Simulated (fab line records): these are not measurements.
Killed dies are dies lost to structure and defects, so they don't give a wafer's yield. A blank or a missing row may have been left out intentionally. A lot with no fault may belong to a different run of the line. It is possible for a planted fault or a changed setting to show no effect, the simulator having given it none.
A lot that was struck, set against a sound lot ; flow n5_finfet ; 14 steps out of a route of 1938
Sound: the wafers L701.1, L701.2, L701.6. Struck: wafers L703.1, L703.2, L703.3. The cause is given at the end.
At each step with rows: each side's tool, then ch and its chambers, then its first start. Under that, the readings that differ: sound wafers ; struck wafers ; difference of the means ; sigmas: that difference in standard deviations of wafers without a fault.
alike: a reading whose means differ by less than 2 such deviations, as well as words and numbers matching on both sides. not compared: withheld readings; readings where some wafer has no value; bounds like >300 that might hide an equal value; numbers whose values overlap and for which the record gives no deviation.
The two part at a step that has a row with sigmas, a row that says differs or no value, or rows on one side only. Numbers that don't overlap but have no deviation are shown without sigmas and don't part them. A reading that every wafer of one side lacks parts them only if that side has two wafers or more.

N5_BEOL_M0_RS_MEAS_126: uses a four-point probe to measure.
  sound: film_metro-01 at day 6 11:10; struck: film_metro-02 at day 7 07:38
  alike: M0_RS
N5_BEOL_M0_INSPECT_127: inspects for defects (darkfield).
  sound: defect_inspect-01 at day 6 11:12; struck: defect_inspect-01 at day 7 07:40
reading;sound;struck;difference;sigmas
raw_defect_count;114 114 185;78 51 55;-76;-3
N5_BEOL_M1_ILD_DEP_00: deposits SiOC from DEMS/O2, target thk 79 nm, time 15.3 s.
  sound on pecvd-02 ch 0,1, day 6 11:14; struck on pecvd-01 ch 0,1,2, day 7 07:42
  alike: heater_power_w, showerhead_plenum_p_Torr, throttle_valve_pct
N5_BEOL_M1_THK_MEAS_01:
  sound: film_metro-02 at day 6 11:18; struck: film_metro-01 at day 7 07:46
reading;sound;struck;difference;sigmas
M1_ILD_THK (nm);75.9 77.4 77.0;79.4 80.4 79.8;+3.1;+2
N5_BEOL_M1_PECVD_72: deposits SiO2 from TEOS/O2, target thk 16 nm, time 18 s.
  sound on pecvd-01 ch 0, day 6 11:20; struck on pecvd-03 ch 0,1,2, day 7 07:48
  alike: heater_power_w, showerhead_plenum_p_Torr, throttle_valve_pct
N5_BEOL_M1_HM_DEP_02: deposits TiN, target thk 20 nm.
  sound: pvd_sputter-01 at day 6 12:35; struck: pvd_sputter-03 at day 7 11:29
  alike: throttle_valve_pct
then, 6 steps without rows for these wafers: N5_BEOL_M1_COAT_61 (time 60 s, resist thk 60 nm); N5_BEOL_M1_COAT_62 (time 60 s, resist thk 12 nm); N5_BEOL_M1_COAT_73 (time 60 s, resist thk 5 nm); N5_BEOL_M1_COAT_05 (resist thk 30 nm); N5_BEOL_M1_EBR_07; N5_BEOL_M1_SOFTBAKE_06 (time 60 s).
N5_BEOL_M1_EXPOSE_08: exposes mask M1.
  struck on euv_scanner-01, day 7 11:52; sound on euv_scanner-02 ch 0, day 6 12:59
  no value came back on the struck wafers for dipole_opening_deg (degrees), exposure_dose_mJ_cm2; on the sound wafers dipole_opening_deg (degrees) reads 79.7 79.7 79.7
  alike: mask
then, 1 step without rows for these wafers: N5_BEOL_M1_PEB_09 (peb time 60 s).

## WHERE THEY PART
At N5_BEOL_M0_INSPECT_127 first; at N5_BEOL_M1_EXPOSE_08 last (within this record only).

WHY: whatever the simulator had introduced
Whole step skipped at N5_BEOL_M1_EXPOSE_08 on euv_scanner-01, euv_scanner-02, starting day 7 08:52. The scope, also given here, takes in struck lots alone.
